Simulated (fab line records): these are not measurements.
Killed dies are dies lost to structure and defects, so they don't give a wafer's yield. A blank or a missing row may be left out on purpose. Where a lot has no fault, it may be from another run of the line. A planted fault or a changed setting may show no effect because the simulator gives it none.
Which tool did it? | flow nand harc | 72 wafers from 24 lots sampled at 6 of the route's 1302 steps

WHAT THE GAUGES READ, wafer by wafer
NHARC_P_M1_INSPECT_11. Usual: raw defect count at 4.0, with a standard deviation of 2.3.
lot  | measured     | on                | raw defect count | flag
L074 | day 6 04:50  | defect inspect-01 | 5 4 0            |
L075 | day 6 17:56  | defect inspect-01 | 4 4 2            |
L076 | day 6 23:03  | defect inspect-01 | 2 1 4            |
L077 | day 7 11:04  | defect inspect-01 | 6 3 7            |
L078 | day 7 22:19  | defect inspect-02 | 2 3 7            |
L079 | day 8 05:48  | defect inspect-01 | 3 2 4            |
L080 | day 8 19:13  | defect inspect-02 | 6 8 11           |
L081 | day 9 09:02  | defect inspect-02 | 8 10 4           |
L082 | day 9 15:01  | defect inspect-01 | 4 3 6            |
L083 | day 10 05:30 | defect inspect-02 | 2 0 6            |
L084 | day 10 16:34 | defect inspect-02 | 4 4 5            |
L085 | day 11 07:40 | defect inspect-02 | 2 1 0            |
L086 | day 11 08:26 | defect inspect-01 | 4 2 6            |
L089 | day 12 06:38 | defect inspect-01 | 5 4 3            |
L087 | day 12 07:31 | defect inspect-02 | 2 5 1            |
L088 | day 12 09:26 | defect inspect-01 | 7 6 5            |
L090 | day 13 02:34 | defect inspect-01 | 1 3 8            |
L091 | day 13 10:55 | defect inspect-01 | 3 4 4            |
L092 | day 13 21:14 | defect inspect-02 | 3 2 4            |
L093 | day 14 06:26 | defect inspect-01 | 4 1 1            |
L094 | day 14 16:53 | defect inspect-01 | 7 7 3            |
L095 | day 15 06:33 | defect inspect-02 | 5 2 4            |
L096 | day 15 15:23 | defect inspect-01 | 3 5 2            |
L097 | day 15 18:36 | defect inspect-02 | 3 6 3            |

NHARC_P_M1_CD_MEAS_16. Usual: cd nm at 129.9 nm, with a standard deviation of 0.69.
lot  | measured     | on        | cd nm (nm)        | flag
L074 | day 6 05:12  | cd sem-03 | 129.9 130.8 129.5 |
L075 | day 6 18:19  | cd sem-01 | 132.3 130.2 129.5 |
L076 | day 6 23:25  | cd sem-01 | 130.9 130.3 129.5 |
L077 | day 7 11:26  | cd sem-01 | 130.6 130.3 130.1 |
L078 | day 7 22:41  | cd sem-02 | 129.5 129.0 129.4 |
L079 | day 8 06:13  | cd sem-02 | 131.0 129.7 130.0 |
L080 | day 8 19:37  | cd sem-01 | 128.8 129.0 129.1 |
L081 | day 9 09:27  | cd sem-03 | 130.0 130.4 130.1 |
L082 | day 9 15:25  | cd sem-03 | 130.4 129.8 129.1 |
L083 | day 10 05:52 | cd sem-01 | 130.0 129.8 130.5 |
L084 | day 10 16:56 | cd sem-03 | 129.0 129.3 130.0 |
L085 | day 11 08:02 | cd sem-02 | 130.4 129.4 129.7 |
L086 | day 11 08:48 | cd sem-03 | 129.5 129.0 129.5 |
L089 | day 12 07:01 | cd sem-01 | 130.3 129.6 129.3 |
L087 | day 12 07:53 | cd sem-03 | 129.9 130.0 130.2 |
L088 | day 12 09:49 | cd sem-03 | 130.4 129.4 129.7 |
L090 | day 13 02:56 | cd sem-03 | 130.3 130.3 129.6 |
L091 | day 13 11:17 | cd sem-03 | 130.0 130.1 129.8 |
L092 | day 13 21:35 | cd sem-01 | 130.1 130.5 130.0 |
L093 | day 14 06:48 | cd sem-01 | 128.9 129.8 130.8 |
L094 | day 14 17:16 | cd sem-01 | 130.3 129.9 130.0 |
L095 | day 15 06:55 | cd sem-03 | 130.0 130.3 128.5 |
L096 | day 15 15:45 | cd sem-01 | 130.9 130.8 130.8 |
L097 | day 15 18:59 | cd sem-03 | 129.8 129.4 129.0 |

NHARC_P_BONDPAD_THK_MEAS_33: measures by ellipsometry. Usual: thk nm at 200.0 nm, with a standard deviation of 1.6.
lot  | measured     | on            | thk nm (nm)       | flag
L074 | day 6 12:54  | film metro-02 | 198.1 199.9 199.1 |
L075 | day 7 01:53  | film metro-01 | 200.6 199.0 199.5 |
L076 | day 7 07:01  | film metro-02 | 197.7 198.8 200.2 |
L077 | day 7 19:04  | film metro-01 | 202.3 201.9 199.8 |
L078 | day 8 06:37  | film metro-01 | 201.1 201.7 200.4 |
L079 | day 8 14:14  | film metro-02 | 198.6 199.7 200.1 |
L080 | day 9 03:13  | film metro-02 | 198.7 201.1 201.3 |
L081 | day 9 17:19  | film metro-01 | 199.8 201.2 202.4 |
L082 | day 9 23:16  | film metro-02 | 199.6 199.1 198.7 |
L083 | day 10 13:47 | film metro-02 | 199.9 201.8 199.1 |
L084 | day 11 01:10 | film metro-02 | 199.7 200.8 201.0 |
L085 | day 11 16:00 | film metro-02 | 200.8 199.7 198.5 |
L086 | day 11 16:49 | film metro-02 | 197.8 201.1 199.5 |
L089 | day 12 14:45 | film metro-01 | 199.1 201.8 197.3 |
L087 | day 12 15:32 | film metro-01 | 199.8 195.7 200.4 |
L088 | day 12 17:25 | film metro-01 | 200.3 200.6 200.4 |
L090 | day 13 10:40 | film metro-01 | 198.2 198.4 200.1 |
L091 | day 13 19:14 | film metro-02 | 195.2 200.9 195.8 |
L092 | day 14 05:31 | film metro-02 | 202.9 201.5 200.6 |
L093 | day 14 14:21 | film metro-02 | 201.5 203.0 202.1 |
L094 | day 15 00:54 | film metro-01 | 199.2 200.6 201.4 |
L095 | day 15 14:48 | film metro-02 | 199.0 202.4 201.3 |
L096 | day 15 23:47 | film metro-01 | 199.9 200.3 198.3 |
L097 | day 16 02:47 | film metro-01 | 199.7 203.8 199.4 |

EACH LOT AND THE TOOL THAT RAN IT (in order: tool; ch and the chambers of the sampled wafers; start)
lot  | NHARC_P_M1_PRE_CLEAN_30                 | NHARC_P_M2_ETCH_15                            | NHARC_P_M2_STRIP_18
L074 | pvd sputter-03, day 6 09:26 or earlier  | rie diel-01 ch 1,3, day 6 09:26 or earlier    | rie diel-10 ch 2,3, day 6 09:26
L075 | pvd sputter-03, day 6 22:33 or earlier  | rie diel-01 ch 0,1,2, day 6 22:33 or earlier  | rie diel-11 ch 0,1,2, day 6 22:33
L076 | pvd sputter-03, day 7 03:40 or earlier  | rie diel-11 ch 0,3, day 7 03:40 or earlier    | rie diel-01 ch 0,1,2, day 7 03:40
L077 | pvd sputter-02, day 7 15:43 or earlier  | rie diel-11 ch 0,1,2, day 7 15:43 or earlier  | rie diel-01 ch 0,1,2, day 7 15:43
L078 | pvd sputter-03, day 8 03:15 or earlier  | rie diel-01 ch 0,1,3, day 8 03:15 or earlier  | rie diel-11 ch 0,1,3, day 8 03:15
L079 | pvd sputter-01, day 8 10:53 or earlier  | rie diel-11 ch 0,1, day 8 10:53 or earlier    | rie diel-11 ch 0,1,2, day 8 10:53
L080 | pvd sputter-02, day 8 23:48 or earlier  | rie diel-10 ch 0,1,2, day 8 23:48 or earlier  | rie diel-01 ch 0,1,2, day 8 23:48
L081 | pvd sputter-02, day 9 13:55 or earlier  | rie diel-11 ch 0,1, day 9 13:55 or earlier    | rie diel-10 ch 0,2, day 9 13:55
L082 | pvd sputter-03, day 9 16:13             | rie diel-11 ch 1,2, day 9 19:52 or earlier    | rie diel-11 ch 0,3, day 9 19:52
L083 | pvd sputter-02, day 10 10:13 or earlier | rie diel-10 ch 1,2, day 10 10:13 or earlier   | rie diel-11 ch 1,2,3, day 10 10:13
L084 | pvd sputter-03, day 10 21:38 or earlier | rie diel-01 ch 1,2,3, day 10 21:38 or earlier | rie diel-10 ch 0,1,2, day 10 21:38
L085 | pvd sputter-03, day 11 12:16 or earlier | rie diel-10 ch 1,2,3, day 11 12:16 or earlier | rie diel-11 ch 0,1,3, day 11 12:16
L086 | pvd sputter-01, day 11 13:28 or earlier | rie diel-11 ch 0,1,3, day 11 13:28 or earlier | rie diel-01 ch 0,1,3, day 11 13:28
L089 | pvd sputter-02, day 12 11:23 or earlier | rie diel-01 ch 1,3, day 12 11:23 or earlier   | rie diel-01 ch 0,2,3, day 12 11:23
L087 | pvd sputter-03, day 12 12:10 or earlier | rie diel-01 ch 1,2, day 12 12:10 or earlier   | rie diel-10 ch 1,2,3, day 12 12:10
L088 | pvd sputter-02, day 12 14:07 or earlier | rie diel-11 ch 0,1,2, day 12 14:07 or earlier | rie diel-10 ch 0,1,3, day 12 14:07
L090 | pvd sputter-01, day 13 07:08 or earlier | rie diel-11 ch 0,3, day 13 07:08 or earlier   | rie diel-10 ch 1,2,3, day 13 07:08
L091 | pvd sputter-01, day 13 15:52 or earlier | rie diel-11 ch 2,3, day 13 15:52 or earlier   | rie diel-01 ch 1,2,3, day 13 15:52
L092 | pvd sputter-01, day 14 02:06 or earlier | rie diel-11 ch 0,1,2, day 14 02:06 or earlier | rie diel-11 ch 0,1,3, day 14 02:06
L093 | pvd sputter-03, day 14 10:58 or earlier | rie diel-10 ch 0,1,3, day 14 10:58 or earlier | rie diel-11 ch 0,2,3, day 14 10:58
L094 | pvd sputter-03, day 14 21:32 or earlier | rie diel-10 ch 1,2, day 14 21:32 or earlier   | rie diel-11 ch 1,2,3, day 14 21:32
L095 | pvd sputter-02, day 15 11:13 or earlier | rie diel-01 ch 0,2,3, day 15 11:13 or earlier | rie diel-10 ch 1,3, day 15 11:13
L096 | pvd sputter-01, day 15 20:10 or earlier | rie diel-01 ch 0,2,3, day 15 20:10 or earlier | rie diel-11 ch 1,2,3, day 15 20:10
L097 | pvd sputter-02, day 15 23:07 or earlier | rie diel-01 ch 0,1,3, day 15 23:07 or earlier | rie diel-11 ch 1,2, day 15 23:07
- NHARC_P_M1_PRE_CLEAN_30: time 30 s.
- NHARC_P_M2_ETCH_15: etches the open film in C4F8/Ar, target depth 182.5 nm, time 91.2 s.
- NHARC_P_M2_STRIP_18: strips in N2/H2.

AS READ BY THE TOOLS THEMSELVES (means over the sampled wafers that have a number; for cases with no such wafer, the mark the record gives instead)
NHARC_P_M1_PRE_CLEAN_30. Usual: heater power w at 401 W, with a standard deviation of 34.
lot  | tool           | heater power w (W) | flag
L074 | pvd sputter-03 | 394                |
L075 | pvd sputter-03 | 414                |
L076 | pvd sputter-03 | 352                |
L077 | pvd sputter-02 | 400                |
L078 | pvd sputter-03 | 392                |
L079 | pvd sputter-01 | 426                |
L080 | pvd sputter-02 | 416                |
L081 | pvd sputter-02 | 432                |
L082 | pvd sputter-03 | 380                |
L083 | pvd sputter-02 | 411                |
L084 | pvd sputter-03 | 389                |
L085 | pvd sputter-03 | 365                |
L086 | pvd sputter-01 | 404                |
L089 | pvd sputter-02 | 403                |
L087 | pvd sputter-03 | 407                |
L088 | pvd sputter-02 | 405                |
L090 | pvd sputter-01 | 435                |
L091 | pvd sputter-01 | 419                |
L092 | pvd sputter-01 | 415                |
L093 | pvd sputter-03 | 367                |
L094 | pvd sputter-03 | 391                |
L095 | pvd sputter-02 | 410                |
L096 | pvd sputter-01 | 419                |
L097 | pvd sputter-02 | 400                |

NHARC_P_M2_ETCH_15. Usual: oes product au 0.939 a.u., standard deviation 0.023; rf vpp V 441.2 V, standard deviation 2.
lot  | tool        | oes product au (a.u.) | rf vpp V (V) | flag
L074 | rie diel-01 | 0.929                 | 442.9        |
L075 | rie diel-01 | 0.929                 | 443.3        |
L076 | rie diel-11 | 0.958                 | 440.5        |
L077 | rie diel-11 | 0.959                 | 440.0        |
L078 | rie diel-01 | 0.925                 | 442.2        |
L079 | rie diel-11 | 0.962                 | 440.5        |
L080 | rie diel-10 | 0.924                 | 439.3        |
L081 | rie diel-11 | 0.951                 | 440.4        |
L082 | rie diel-11 | 0.943                 | 441.2        |
L083 | rie diel-10 | 0.930                 | 441.7        |
L084 | rie diel-01 | 0.921                 | 443.6        |
L085 | rie diel-10 | 0.969                 | 440.7        |
L086 | rie diel-11 | 0.966                 | 441.3        |
L089 | rie diel-01 | 0.926                 | 442.8        |
L087 | rie diel-01 | 0.922                 | 443.8        |
L088 | rie diel-11 | 0.960                 | 439.7        |
L090 | rie diel-11 | 0.977                 | 441.1        |
L091 | rie diel-11 | 0.981                 | 440.1        |
L092 | rie diel-11 | 0.920                 | 440.2        |
L093 | rie diel-10 | 0.917                 | 439.5        |
L094 | rie diel-10 | 0.926                 | 440.8        |
L095 | rie diel-01 | 0.922                 | 441.5        |
L096 | rie diel-01 | 0.921                 | 442.4        |
L097 | rie diel-01 | 0.921                 | 441.5        |

NHARC_P_M2_STRIP_18. Usual: drypump motor current A 5.6 A, standard deviation 0.47; oes product au 0.998 a.u., standard deviation 0.0091; rf vpp V 90.7 V, standard deviation 0.91; showerhead plenum p Torr 2.05 Torr, standard deviation 0.068; throttle valve pct 14.172 %, standard deviation 0.0089.
lot  | tool        | drypump motor current A (A) | oes product au (a.u.) | rf vpp V (V) | showerhead plenum p Torr (Torr) | throttle valve pct (%) | flag
L074 | rie diel-10 | 5.9                         | 1.003                 | 91.3         | 2.10                            | 14.173                 |
L075 | rie diel-11 | 5.4                         | 0.987                 | 90.6         | 2.02                            | 14.184                 |
L076 | rie diel-01 | 6.1                         | 0.996                 | 90.5         | 2.12                            | 14.176                 |
L077 | rie diel-01 | 6.1                         | 0.995                 | 91.3         | 2.12                            | 14.170                 |
L078 | rie diel-11 | 5.1                         | 0.998                 | 90.9         | 2.04                            | 14.171                 |
L079 | rie diel-11 | 5.4                         | 0.997                 | 91.1         | 2.02                            | 14.165                 |
L080 | rie diel-01 | 6.1                         | 1.002                 | 90.8         | 2.12                            | 14.166                 |
L081 | rie diel-10 | 6.0                         | 1.006                 | 89.1         | 1.97                            | 14.178                 |
L082 | rie diel-11 | 5.0                         | 0.993                 | 90.8         | 2.01                            | 14.173                 |
L083 | rie diel-11 | 5.3                         | 1.000                 | 92.1         | 2.05                            | 14.163                 |
L084 | rie diel-10 | 5.9                         | 1.007                 | 90.3         | 1.98                            | 14.166                 |
L085 | rie diel-11 | 5.1                         | 1.011                 | 90.8         | 2.04                            | 14.164                 |
L086 | rie diel-01 | 5.9                         | 0.986                 | 91.6         | 2.10                            | 14.174                 |
L089 | rie diel-01 | 5.6                         | 1.001                 | 91.2         | 2.08                            | 14.170                 |
L087 | rie diel-10 | 5.7                         | 1.001                 | 90.1         | 2.05                            | 14.177                 |
L088 | rie diel-10 | 5.7                         | 0.997                 | 90.2         | 1.99                            | 14.166                 |
L090 | rie diel-10 | 5.7                         | 1.005                 | 91.2         | 2.05                            | 14.173                 |
L091 | rie diel-01 | 5.7                         | 0.996                 | 91.5         | 2.13                            | 14.168                 |
L092 | rie diel-11 | 5.1                         | 0.989                 | 90.3         | 2.04                            | 14.182                 |
L093 | rie diel-11 | 5.2                         | 1.002                 | 90.3         | 2.02                            | 14.171                 |
L094 | rie diel-11 | 5.3                         | 0.992                 | 90.7         | 2.05                            | 14.175                 |
L095 | rie diel-10 | 5.6                         | 1.000                 | 90.7         | 2.00                            | 14.168                 |
L096 | rie diel-11 | 5.4                         | 0.998                 | 90.8         | 2.05                            | 14.165                 |
L097 | rie diel-11 | 5.6                         | 1.004                 | 90.7         | 2.03                            | 14.185                 |

THE ANSWER, worked out from the rows above alone
Rule: lot off if the mean of its wafers having a number is beyond 3 standard deviations from the usual mean. Also off: a lot with no number at a reading for which 4 or more lots have one. Where the step has rows for the other lots, those lots are counted as sound. The gauges are gone through in route order, then the tools' own readings, and for those a lot's mean is taken as printed above. At the first step where some lot is off, the reading lying furthest off is the one used; lots without a number count as furthest.
No lot is off at any reading shown: from this, nothing can be told.

WHAT THE SIMULATOR HAD INSERTED
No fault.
